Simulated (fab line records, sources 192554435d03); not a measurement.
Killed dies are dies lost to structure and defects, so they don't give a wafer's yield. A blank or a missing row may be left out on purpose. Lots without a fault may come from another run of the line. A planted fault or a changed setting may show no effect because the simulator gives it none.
One fault seen from 3 desks | flow n5_finfet | each desk has only its own numbers; what lay behind them comes last

THE TOOL OWNER'S DESK: euv_scanner-02
The tool's own readings at N5_BEOL_M9_EXPOSE_25 (exposes mask V8): means of the sampled wafers that have a number, for each lot that ran on this tool. A lot is out of limits, marked OUT, if its mean lies more than 4 standard deviations from the usual mean; the brackets give that distance.
Columns: A = exposure_dose_mJ_cm2 at N5_BEOL_M9_EXPOSE_25, usual 37.21
lot  | first seen here | A
L166 | day 10 14:16    | 37.30
L169 | day 11 09:04    | 37.33
L173 | day 12 21:32    | 37.30
L175 | day 13 13:29    | 35.67 (-25) OUT
L177 | day 13 16:25    | 35.99 (-20) OUT
This desk's finding: out of limits on L175, L177; first on L175, day 13 13:29 (exposure_dose_mJ_cm2 at N5_BEOL_M9_EXPOSE_25). In limits: L166, L169, L173.

THE METROLOGY DESK
What the gauges read, lot by lot, whatever tool the lot ran on: means of the sampled wafers that have a number. A lot is out of limits, marked OUT, if its mean lies more than 4 standard deviations from the usual mean; the brackets give that distance.
Columns: A = cd_nm at N5_BEOL_M9_CD_MEAS_11, usual 64.2 nm; B = cd_nm at N5_BEOL_M9_CD_MEAS_28, usual 69.91 nm
lot  | first seen here | A    | B
L162 | day 9 10:05     | 63.7 | 70.01
L165 | day 10 08:36    | 63.7 | 70.07
L166 | day 10 11:04    | 63.3 | 69.87
L167 | day 11 08:07    | 65.0 | 69.92
L169 | day 11 08:20    | 64.5 | 70.14
L173 | day 12 19:53    | 64.3 | 69.84
L175 | day 13 11:32    | 64.1 | 68.97
L177 | day 13 15:04    | 63.7 | 69.04
L183 | day 14 22:46    | 63.9 | 69.95
L185 | day 15 01:13    | 64.4 | 70.03
L184 | day 15 03:46    | 63.7 | 69.67
This desk's finding: nothing out of limits on any of the 11 lots.

THE DEFECT DESK
What the inspections along the route counted, lot by lot: means of the sampled wafers that have a number. A lot is out of limits, marked OUT, if its mean lies more than 4 standard deviations from the usual mean; the brackets give that distance.
Columns: A = raw_defect_count at N5_BEOL_M9_INSPECT_13, usual 431
lot  | first seen here | A
L162 | day 9 10:08     | 448
L165 | day 10 08:40    | 405
L166 | day 10 11:09    | 509
L167 | day 11 08:11    | 576
L169 | day 11 08:24    | 426
L173 | day 12 19:56    | 430
L175 | day 13 11:36    | 424
L177 | day 13 15:07    | 427
L183 | day 14 22:49    | 360
L185 | day 15 01:16    | 357
L184 | day 15 03:49    | 377
This desk's finding: nothing out of limits on any of the 11 lots.

PUT TOGETHER
The tool owner's desk could have raised an alarm at day 13 13:29, on L175, L177.
The metrology desk saw nothing out of limits.
The defect desk saw nothing out of limits.
The metrology desk has L175, L177 on record, within its limits.
The defect desk has L175, L177 on record, within its limits.
Of the lots named, all ran N5_BEOL_M9_EXPOSE_25 on euv_scanner-02.

WHAT THE SIMULATOR HAD PUT IN
Process parameter drift: euv_scanner-02, from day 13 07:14 on, at N5_BEOL_M9_EXPOSE_25. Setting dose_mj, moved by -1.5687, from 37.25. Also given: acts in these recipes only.
Lots struck among those shown: L175, L177.
Hours from the fault's start to each desk's first reading out of limits: the tool owner's desk, 6.
